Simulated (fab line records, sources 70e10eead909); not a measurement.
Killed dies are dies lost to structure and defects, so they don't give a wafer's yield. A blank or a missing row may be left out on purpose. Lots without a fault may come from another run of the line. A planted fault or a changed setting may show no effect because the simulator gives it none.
A struck lot beside a sound one | flow nand_harc | 14 steps out of a route of 1159
Sound: wafers L353.1, L353.4, L353.5. Struck: wafers L363.1, L363.4, L363.5. The cause comes at the end.
At each step with rows: each side's tool, then ch and its chambers, then its first start. Under that, the readings that differ: sound wafers | struck wafers | difference of the means | sigmas: that difference in standard deviations of wafers without a fault.
alike: readings whose means differ by less than 2 such deviations, and words and numbers that are the same on both sides. not compared: withheld readings, readings that some wafer has no value for, bounds like >300 that may hide the same value, and numbers for which the record gives no deviation and whose values overlap.
The two part at a step that has a row with sigmas, a row that says differs or no value, or rows on one side only. Numbers that don't overlap but have no deviation are shown without sigmas and don't part them. A reading that every wafer of one side lacks parts them only if that side has two wafers or more.

first, 1 step without rows for these wafers: NHARC_A_ONON_D1_DEP_09 (target thk 1000 nm).
NHARC_A_ONON_D1_THK_MEAS_11: measures by ellipsometry.
  sound on film_metro-02, day 9 09:32; struck on film_metro-02, day 11 19:41
  alike: thk_nm
then, 1 step without rows for these wafers: NHARC_A_ONON_D1_DEP_12 (target thk 1000 nm).
NHARC_A_ONON_D1_THK_MEAS_14: measures by ellipsometry.
  sound on film_metro-02, day 9 10:06; struck on film_metro-02, day 11 20:16
  alike: thk_nm
then, 2 steps without rows for these wafers: NHARC_A_ONON_D1_ANNEAL_15 (time 3600 s); NHARC_A_ONON_D1_DEP_16 (target thk 1000 nm).
NHARC_A_ONON_D1_THK_MEAS_18: measures by ellipsometry.
  sound on film_metro-02, day 9 19:35; struck on film_metro-02, day 12 04:48
  alike: thk_nm
then, 1 step without rows for these wafers: NHARC_A_ONON_D1_DEP_19 (target thk 1000 nm).
NHARC_A_ONON_D1_THK_MEAS_21: measures by ellipsometry.
  sound on film_metro-02, day 9 20:09; struck on film_metro-02, day 12 05:22
  reading     | sound       | struck         | difference | sigmas
  thk_nm (nm) | 983 984 984 | 1015 1018 1013 | +32        | +3
then, 1 step without rows for these wafers: NHARC_A_ONON_D1_DEP_22 (target thk 1000 nm).
NHARC_A_ONON_D1_THK_MEAS_24: measures by ellipsometry.
  sound on film_metro-02, day 9 20:43; struck on film_metro-02, day 12 05:56
  alike: thk_nm
NHARC_A_ONON_D1_DEP_25: target thk 1000 nm.
  sound on pecvd_onon-04 ch 0, day 9 20:46; struck on pecvd_onon-02 ch 0, day 12 05:59
NHARC_A_ONON_D1_THK_MEAS_27: measures by ellipsometry.
  sound on film_metro-01, day 9 21:17; struck on film_metro-01, day 12 06:41
  reading     | sound          | struck         | difference | sigmas
  thk_nm (nm) | 1012 1012 1011 | 1537 1537 1534 | +524       | +58
  not compared: hold
then, 1 step without rows for these wafers: NHARC_END_SORT_01.

WHERE THEY PART
First at NHARC_A_ONON_D1_THK_MEAS_21; last, within this record, at NHARC_A_ONON_D1_THK_MEAS_27.

WHY: what the simulator had put in
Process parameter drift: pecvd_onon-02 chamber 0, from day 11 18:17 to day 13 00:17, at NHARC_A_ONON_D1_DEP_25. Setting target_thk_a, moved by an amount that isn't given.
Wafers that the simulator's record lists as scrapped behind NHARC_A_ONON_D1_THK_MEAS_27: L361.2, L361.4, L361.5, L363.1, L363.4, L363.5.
